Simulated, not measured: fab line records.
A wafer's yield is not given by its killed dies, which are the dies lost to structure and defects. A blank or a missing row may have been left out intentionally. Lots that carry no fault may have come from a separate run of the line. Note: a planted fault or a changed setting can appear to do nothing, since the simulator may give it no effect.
Chamber matching    flow nand_harc    4 sister chambers for NHARC_A_WL_FILL_CMP_12 on cmp-03
The step polishes, t overpolish 30 s, target thk 100 nm. 14 wafers are shown with their chamber, then 7 later ones without.

## WAFERS PAIRED WITH THEIR CHAMBERS
wafer   chamber  motor_current_A (A)  overpolish_run_s (s)  time_to_endpoint_s (s)
L335.1  2        12.3                 30.012                20.3
L335.4  1        11.7                 30.005                21.5
L335.5  3        11.6                 29.998                20.2
L337.1  3        11.2                 29.987                16.1
L337.2  2        11.5                 29.998                18.8
L337.5  1        11.9                 30.007                13.8
L338.1  1        12.3                 29.999                18.4
L338.3  2        11.7                 29.997                18.0
L338.5  2        12.3                 30.013                19.5
L341.1  0        12.0                 30.011                17.4
L341.2  2        12.0                 29.998                21.5
L341.4  3        11.2                 30.006                18.0
L351.1  2        11.2                 30.017                17.6
L351.2  3        11.8                 30.005                19.0

SIGNATURES (averages over the wafers above)
reading             chamber 0  chamber 1  chamber 2  chamber 3  scatter within a chamber
motor_current_A     12.000     11.967     11.833     11.450     0.381
overpolish_run_s    30.01100   30.00367   30.00583   29.99900   0.00824
time_to_endpoint_s  17.400     17.900     19.283     18.325     2.23
Rule: for each reading, subtract the chamber's mean from the wafer's reading, divide by that reading's scatter and square the result; add these up over the readings and take the root, which gives the wafer's distance from the chamber. The wafer belongs to the nearest chamber; if the next one is less than 2 further off, it can't be placed. How the scatter is found: for the shown wafers, subtract from each reading the mean of its chamber, square and add these, divide the total by (wafers less chambers), then take the root.

## WAFERS MISSING THEIR CHAMBER
wafer   motor_current_A (A)  overpolish_run_s (s)  time_to_endpoint_s (s)
L351.4  12.3                 30.001                19.0
L352.4  12.6                 30.010                17.9
L352.5  12.0                 30.003                20.0
L352.6  11.7                 29.984                19.6
L354.1  12.3                 29.988                19.2
L354.2  11.6                 30.001                20.5
L354.6  12.4                 29.991                18.0

## EACH ONE'S CHAMBER
wafer   from the rows above                in truth
L351.4  can't be placed: 1 or 2 or 0 or 3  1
L352.4  can't be placed: 0 or 1 or 2 or 3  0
L352.5  can't be placed: 2 or 1 or 0 or 3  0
L352.6  can't be placed: 3 or 1 or 2 or 0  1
L354.1  can't be placed: 1 or 2 or 3 or 0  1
L354.2  can't be placed: 2 or 3 or 1 or 0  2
L354.6  can't be placed: 1 or 2 or 0 or 3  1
Correct placement for 0 of the 7. Can't be placed from these rows: 7 (the true chamber is among the candidates in 7). 0 placed wrongly.
